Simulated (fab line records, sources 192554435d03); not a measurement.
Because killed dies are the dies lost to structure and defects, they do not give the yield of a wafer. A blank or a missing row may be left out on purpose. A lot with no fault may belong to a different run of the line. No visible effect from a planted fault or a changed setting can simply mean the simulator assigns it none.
Lot-split experiment    flow n5-finfet    7 lots, 21 wafers read, on a route of 1938 steps

## THE SPLIT
At N5_BEOL_M0_SAQP_COAT_34 (resist thk 30 nm), the setting spin-rpm was moved away from the recipe's 1500 rpm on 7 of the 21 wafers read, by -9.9% to +3.5%. For the rest of the wafers, this setting stayed at what the recipe calls for.

## FROM THE SPLIT TO THE READING: what the file shows between them, 2 steps
- N5_BEOL_M0_SAQP_EBR_36
- N5_BEOL_M0_SAQP_SOFTBAKE_35: time 60 s

## THE READING
CAR-EUV_of_BEOL_M0_SAQP_COAT_34.thk-nm (the simulator's own value, which no gauge read), in nm, at N5_BEOL_M0_SAQP_DESCUM_45 (chemistry O2, time 7 s). The file gives no usual value for it. Across the 14 wafers here that went through the recipe, the average is 26.0 nm and the standard deviation 0.11 nm.

wafer   tool, chamber at the split  spin-rpm as run, rpm  against the recipe  CAR-EUV_of_BEOL_M0_SAQP_COAT_34.thk-nm, nm  against lot-mates on the recipe
L074.1  litho-track-04, 0           1500                  recipe              26.2                                        -
L074.2  litho-track-04, 0           1500                  recipe              26.2                                        -
L074.3  litho-track-04, 0           1500                  recipe              26                                          -
L079.2  litho-track-01, 0           1500                  recipe              26                                          -
L079.4  litho-track-01, 0           1500                  recipe              26                                          -
L079.6  litho-track-01, 0           1500                  recipe              26                                          -
L083.2  litho-track-04, 0           1500                  recipe              26                                          -
L083.3  litho-track-04, 0           1500                  recipe              26                                          -
L083.4  litho-track-04, 0           1500                  recipe              26                                          -
L087.4  litho-track-03, 0           1500                  recipe              25.8                                        -
L087.5  litho-track-03, 0           1376                  -8.3%               27.4                                        +1.6
L087.6  litho-track-03, 0           1376                  -8.3%               27.2                                        +1.4
L092.1  litho-track-03, 0           1552                  +3.5%               25.6                                        -0.4
L092.3  litho-track-03, 0           1552                  +3.5%               25.6                                        -0.4
L092.4  litho-track-03, 0           1500                  recipe              26                                          -
L094.3  litho-track-04, 0           1351                  -9.9%               27.6                                        +1.6
L094.5  litho-track-04, 0           1351                  -9.9%               27.6                                        +1.6
L094.6  litho-track-04, 0           1500                  recipe              26                                          -
L095.1  litho-track-04, 0           1430                  -4.7%               27                                          +0.8
L095.3  litho-track-04, 0           1500                  recipe              26.2                                        -
L095.4  litho-track-04, 0           1500                  recipe              26.2                                        -

THE FIT
A straight line over all 21 wafers: CAR-EUV_of_BEOL_M0_SAQP_COAT_34.thk-nm changes by -0.154 nm for each +1% of spin-rpm; r = -0.98; the points scatter about the line by 0.12 nm.
The same after taking each lot's own level away (the mean of its wafers on the recipe; 21 wafers): -0.163 nm for each +1%; r = -0.99; scatter 0.083 nm.
On that fit, the largest move of spin-rpm shifts the reading by 1.6 nm.
The lots' own levels span 25.80 to 26.20 nm, that is 3.6 times the standard deviation above.
Hence the lot-to-lot level has little effect on the slope; both slopes agree.
Check: with one of the wafers moved furthest among these (-9.9%) left out of the fit, the line predicts +1.67 nm for it against its lot-mates. It came out at +1.6 nm against them.

## THE WHOLE CHAIN: every reading that the file lists as answering this split, in the file's order
step                       what it does            reading                                                                                  change (the file's fit)                r (the file's)
N5_BEOL_M0_SAQP_COAT_34    resist thk 30 nm        CAR-EUV_of_BEOL_M0_SAQP_COAT_34.thk-nm (the simulator's own value, which no gauge read)  -0.161 nm for each +1% of the setting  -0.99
N5_BEOL_M0_SAQP_DESCUM_45  chemistry O2, time 7 s  CAR-EUV_of_BEOL_M0_SAQP_COAT_34.thk-nm (the simulator's own value, which no gauge read)  -0.166 nm for each +1% of the setting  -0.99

## THE FILE'S OWN FIT
CAR-EUV_of_BEOL_M0_SAQP_COAT_34.thk-nm changes by -0.166 nm for each +1% of spin-rpm, r = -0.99.
